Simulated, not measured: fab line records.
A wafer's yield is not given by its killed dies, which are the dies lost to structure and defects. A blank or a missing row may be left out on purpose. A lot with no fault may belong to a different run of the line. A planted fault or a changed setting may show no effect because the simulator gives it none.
Struck lot and sound lot, side by side :: flow n5_finfet :: 13 out of 1938 route steps
Sound: these wafers, L116.1, L116.2, L116.5. The struck wafers were L128.1, L128.2, L128.3. The cause is given at the end.
Per side, at each step with rows, come the tool, then ch with its chambers, and then its first start. Under that, the readings that differ: sound wafers :: struck wafers :: difference of the means :: sigmas: that difference in standard deviations of wafers without a fault.
alike: same words and numbers on both sides, and readings whose means sit less than 2 such deviations apart. not compared: any withheld reading, any reading some wafer has no value for, any bound like >300 that may hide the same value, and any number with overlapping values for which the record gives no deviation.
A row with sigmas, a row that says differs or no value, or rows on one side alone: a step with any of these is where the two part. Non-overlapping numbers with no deviation appear without sigmas and do not part them. Lack of a reading on every wafer of one side parts them only where that side has two or more wafers.

first, 9 steps without rows for these wafers: N5_MOL_CONTACT_COAG_EBR_36; N5_MOL_CONTACT_COAG_SOFTBAKE_35 (time 60 s); N5_MOL_CONTACT_COAG_EXPOSE_37 (exposes mask VD, defocus 0 nm); N5_MOL_CONTACT_COAG_PEB_38 (peb time 60 s); N5_MOL_CONTACT_COAG_DEVELOP_39 (develop time 30 s); N5_MOL_CONTACT_COAG_DESCUM_45 (chemistry O2, time 7 s); N5_MOL_CONTACT_COAG_ETCH_65 (etches underlayer in N2/H2, target depth 13 nm, time 10.4 s); N5_MOL_CONTACT_COAG_ETCH_66 (etches SiARC in CF4, target depth 13 nm, time 21.7 s); N5_MOL_CONTACT_COAG_ALD_133 (deposits SiO2, target thk 5 nm, pulse time 1 s, co reactant pulse time 1 s).
N5_MOL_CONTACT_COAG_ETCHBACK_134: etches SiO2 in CHF3, target depth 10 nm, time 6.7 s.
  sound on rie_diel-06 ch 1,2, day 5 23:27; struck on rie_diel-06 ch 0,2,3, day 9 01:08
reading: oes_product_au (a.u.)
sound: 0.73 0.69 0.70
struck: 0.95 0.92 0.90
difference: +0.22
sigmas: +4

reading: model.CAR-EUV_of_MOL_CONTACT_COAG_COAT_34.thk_nm (nm)
sound: 15.6 15.4 15.8
struck: 14.8 14.8 15
difference: -0.7
sigmas: 
  alike: drypump_motor_current_A, rf_fwd_power_W, rf_vpp_V, showerhead_plenum_p_Torr, throttle_valve_pct
  not compared: rf_hours_counter_h
then, 1 step without rows for these wafers: N5_MOL_CONTACT_COAG_ETCH_67 (etches SOC in N2/H2, target depth 60 nm, overetch 21 nm, time 101.2 s).
-- a jump in the record: the struck wafers' starts before and after are 4 days apart (it breaks off in module MOL_CONTACT_COAG and resumes in module BEOL_M4, where the first step shown is number 1111 of the route) --
N5_BEOL_M4_RC_MEAS_101:
  sound on prober-02 ch 0, day 8 16:40; struck on prober-01 ch 0, day 12 22:23
reading: IOFF_P (nA/um)
sound: 0.14 0.14 0.16
struck: 0.23 0.22 0.26
difference: +0.09
sigmas: +3

reading: VT_N (mV)
sound: 254 255 254
struck: 248 247 247
difference: -7
sigmas: -2

reading: VT_P (mV)
sound: -256 -257 -253
struck: -249 -246 -247
difference: +8
sigmas: +3
  alike: DIBL_N, DIBL_P, IOFF_N, ION_N, ION_P, SS_N, SS_P
-- a jump in the record: the struck wafers' starts before and after are 4 days apart (it breaks off in module BEOL_M4 and resumes in module PASSIVATION, where the first step shown is number 1936 of the route) --
N5_PASSIVATION_PROBE_49:
  sound on prober-02 at day 12 21:01; struck on prober-02 at day 17 04:38
reading: killed_at_contacts
sound: 7 10 8
struck: 21 34 14
difference: +15
sigmas: +2
  alike: defect_limited_yield, killed_at_M0_to_M3, killed_at_M4_up, killed_at_front_end, killed_at_other, killed_dies, killed_open, killed_short, sort_bin_5_function, sort_bin_6_memory, sort_n_pass, sort_yield_pct

== WHERE THEY PART ==
Earliest at N5_MOL_CONTACT_COAG_ETCHBACK_134; latest, in this record, at N5_PASSIVATION_PROBE_49.

WHY: whatever the simulator had introduced
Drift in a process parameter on rie_diel-06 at N5_MOL_CONTACT_COAG_ETCHBACK_134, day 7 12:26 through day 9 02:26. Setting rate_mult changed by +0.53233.
